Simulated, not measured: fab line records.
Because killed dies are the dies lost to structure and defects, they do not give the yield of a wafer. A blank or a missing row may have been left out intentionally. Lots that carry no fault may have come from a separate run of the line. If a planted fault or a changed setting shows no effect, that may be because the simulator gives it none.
Lot-split experiment ; flow n5_finfet ; 21 wafers read across 7 lots, on a route 1938 steps long

== ABOUT THE SPLIT ==
At N5_BEOL_M4_COAT_67 (time 60 s, resist thk 60 nm), the setting spin_rpm was moved away from the recipe's 1500 rpm on 7 of the 21 wafers read, by -10.2% to +10.5%. This setting was run at the recipe's value on the other wafers.

== FROM THE SPLIT TO THE READING: what the file shows between them, 7 steps ==
- N5_BEOL_M4_COAT_68: time 60 s, resist thk 12 nm
- N5_BEOL_M4_COAT_76: time 60 s, resist thk 5 nm
- N5_BEOL_M4_ALD_98: deposits SiO2, target thk 2.5 nm, pulse time 1 s, co reactant pulse time 1 s
- N5_BEOL_M4_ETCHBACK_99: etches SiO2 in CHF3, target depth 5 nm, time 10.4 s
- N5_BEOL_M4_ETCH_70: etches SOC in N2/H2, target depth 80 nm, overetch 24 nm, time 130 s
- N5_BEOL_M4_STRIP_71: strips in N2/H2
- N5_BEOL_M4_STRIP_78: strips in N2/H2

== THE READING ==
SOC_of_BEOL_M4_COAT_67.thk_nm (the simulator's own value, which no gauge read), in nm, at N5_BEOL_M4_VIA_ETCH_34 (etches the open film in C4F6/O2, target depth 69.4 nm, time 65.9 s). The file gives no usual value for it. The 14 wafers here that ran the recipe average 52.0 nm, standard deviation 0.2 nm.

wafer;tool, chamber at the split;spin_rpm as run, rpm;against the recipe;SOC_of_BEOL_M4_COAT_67.thk_nm, nm;against lot-mates on the recipe
L074.1;litho_track-04, 0;1500;recipe;51.8;-
L074.2;litho_track-04, 0;1500;recipe;52;-
L074.5;litho_track-04, 0;1500;recipe;52;-
L078.1;litho_track-03, 0;1658;+10.5%;49;-2.8
L078.3;litho_track-03, 0;1500;recipe;51.8;-
L078.6;litho_track-03, 0;1658;+10.5%;48.8;-3.0
L080.1;litho_track-01, 0;1500;recipe;52.2;-
L080.4;litho_track-01, 0;1500;recipe;51.8;-
L080.5;litho_track-01, 0;1500;recipe;52;-
L083.3;litho_track-04, 0;1347;-10.2%;55.8;+3.4
L083.5;litho_track-04, 0;1347;-10.2%;56.4;+4.0
L083.6;litho_track-04, 0;1500;recipe;52.4;-
L085.1;litho_track-04, 0;1556;+3.7%;50.8;no lot-mate on the recipe
L085.5;litho_track-04, 0;1556;+3.7%;51;no lot-mate on the recipe
L085.6;litho_track-04, 0;1556;+3.7%;50.2;no lot-mate on the recipe
L088.2;litho_track-03, 0;1500;recipe;52;-
L088.6;litho_track-03, 0;1500;recipe;52;-
L088.5;litho_track-03, 0;1500;recipe;51.8;-
L097.1;litho_track-03, 0;1500;recipe;52.2;-
L097.2;litho_track-03, 0;1500;recipe;51.6;-
L097.6;litho_track-03, 0;1500;recipe;52;-

FIT RESULTS
A straight line over all 21 wafers: SOC_of_BEOL_M4_COAT_67.thk_nm changes by -0.349 nm for each +1% of spin_rpm; r = -0.98; the points scatter about the line by 0.34 nm.
The same after taking each lot's own level away (the mean of its wafers on the recipe; 18 wafers): -0.318 nm for each +1%; r = -0.99; scatter 0.27 nm.
According to that fit, moving spin_rpm by its largest amount changes the reading by 3.3 nm.
Measured against the standard deviation above, the lots' own levels, which go from 51.80 to 52.40 nm, span 3.0 times it.
The two slopes agree, so the slope changes little with the lot-to-lot level.
Check: for one of the wafers moved furthest among these (+10.5%), held out of the fit, the line's prediction against its lot-mates is -3.45 nm. It came out at -2.8 nm against them.

== THESE WAFERS: OTHER SPLITS ==
Before the reading, these wafers also passed through other splits. Each is held against what the fit with the lots' levels taken away leaves over:
other split on the same wafers;wafers away from the commonest value;r with SOC_of_BEOL_M4_COAT_67.thk_nm (lot level and that fit taken away)
N5_BEOL_M1_TRENCH_ETCH_37 time_s;5;-0.23
N5_BEOL_M2_ALD_98 ald_cycles;6;+0.15
N5_BEOL_M2_SPUTTER_92 time_s;6;+0.08
N5_BEOL_M3_DESCUM_33 time_s;7;+0.13
N5_BEOL_M3_TRENCH_ETCH_37 bias_w;11;+0.18
N5_BEOL_M4_ETCH_64 time_s;8;-0.47

== THE WHOLE CHAIN: every reading that the file lists as answering this split, in the file's order ==
step;what it does;reading;change (the file's fit);r (the file's)
N5_BEOL_M4_COAT_67;time 60 s, resist thk 60 nm;SOC_of_BEOL_M4_COAT_67.thk_nm (the simulator's own value, which no gauge read);-0.303 nm for each +1% of the setting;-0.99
N5_BEOL_M4_ETCH_70;etches SOC in N2/H2, target depth 80 nm, overetch 24 nm, time 130 s;etch.depth_nm (the simulator's own value, which no gauge read);-0.308 nm for each +1% of the setting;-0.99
N5_BEOL_M4_VIA_ETCH_34;etches the open film in C4F6/O2, target depth 69.4 nm, time 65.9 s;SOC_of_BEOL_M4_COAT_67.thk_nm (the simulator's own value, which no gauge read);-0.318 nm for each +1% of the setting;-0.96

== FILE'S OWN FIT ==
SOC_of_BEOL_M4_COAT_67.thk_nm changes by -0.318 nm for each +1% of spin_rpm, r = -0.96.
